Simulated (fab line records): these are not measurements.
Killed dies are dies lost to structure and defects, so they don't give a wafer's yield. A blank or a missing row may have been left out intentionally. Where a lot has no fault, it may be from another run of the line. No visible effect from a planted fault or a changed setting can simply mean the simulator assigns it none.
Code-filled problem report in 8D (eight disciplines) form    flow nandHarc    the parts of the form that need people (team, actions taken, sign-off) are left out

1. THE ISSUE
Wafers without a fault read 719.9 nm, standard deviation 2.7; cdNm at NHARC_P_ZERO_WELL_CD_MEAS_24 reads a mean of 668.5 nm on 6 wafers belonging to 2 lots. Relative to the usual mean, that is a shift of -19 standard deviations.
The step: target cd 720 nm.
The first sign was on wafer L532.1 at day 4 20:23, on cdSem-02. The record holds 36 wafers of 12 lots with a number at this step. Rule for "out", or "out of limits": more than 4 standard deviations from the usual mean. The rest of the wafers with a number are treated as sound.

2. WHAT IT IS, AND WHAT IT ISN'T
question                     is                      is not
which readings at this step  cdNm                    -
which lots                   L532, L537              L519, L520, L521, L524, L525, L526, L527, L538, L539, L542
which wafers of those lots   all that have a number  -
read on which gauges         cdSem-02, cdSem-03      cdSem-01
when                         from day 4 20:23        up to then (21 sound wafers); but 9 sound wafers of L538, L539, L542 came after

3. SUSPECTS, AND WHAT RULES EACH OUT
Counting: a tool at any process step up to the reading remains a suspect when it ran all the lots that are out and ran no sound lot after the first of those.
- the gauge at NHARC_P_ZERO_WELL_CD_MEAS_24: ruled out. The wafers that are out were read on 2 gauges (cdSem-02, cdSem-03).
- lithoTrack-02 at NHARC_P_ZERO_WELL_PEB_22 (peb time 85 s): kept. Every lot that is out went through it, starting with L532 (day 4 20:17), and after that it ran no sound lot; the last sound lot it ran before then is L527 (day 3 14:32). On those wafers its own readings are out: heaterPowerTotalW, plateTempC.
Left after counting: lithoTrack-02 at NHARC_P_ZERO_WELL_PEB_22.

4. THE CAUSE (what the simulator had put in)
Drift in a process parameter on lithoTrack-02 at NHARC_P_ZERO_WELL_PEB_22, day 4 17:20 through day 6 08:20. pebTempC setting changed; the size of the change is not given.
Only this tool survived the counting.

5. THE EFFECT CHAIN, in route order
Rows list readings where the struck wafers' mean (over those with a number) sits beyond 3 standard deviations from the usual. Readings are gone through only where the record gives a usual standard deviation; hours: the median, over the lots, of the time from a lot's start at the first step in this table giving one to that lot's start at this step; sigmas: the change measured in usual standard deviations.
hours  step                          reading            usual     on struck wafers  change  sigmas
0      NHARC_P_ZERO_WELL_PEB_22      heaterPowerTotalW  163.96 W  137.95            -26.01  -93
0      NHARC_P_ZERO_WELL_PEB_22      plateTempC         117.99 C  103.81            -14.17  -99 or more
0      NHARC_P_ZERO_WELL_CD_MEAS_24  cdNm               719.9 nm  668.5             -51.4   -19
Its process steps:
- NHARC_P_ZERO_WELL_PEB_22: peb time 85 s.
Later steps that measure or inspect, where all struck wafers having a row at the step show a number for every such reading and not one has moved that far: NHARC_END_SORT_01.

6. WHAT WOULD HAVE CAUGHT IT SOONER
3 hours passed between the start of the fault at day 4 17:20 and the first reading out of limits at a measuring or inspecting step in this record, taken at day 4 20:23.
At NHARC_P_ZERO_WELL_PEB_22, the tool's own readings (heaterPowerTotalW, plateTempC) were out on each struck wafer the step has a row for, so an alarm limit on them would have fired on the first such wafer.
Among the 2 lots that are out, L537 began NHARC_P_ZERO_WELL_PEB_22 on lithoTrack-02 after day 4 20:23. Had the tool been put on hold then, it would have been spared.
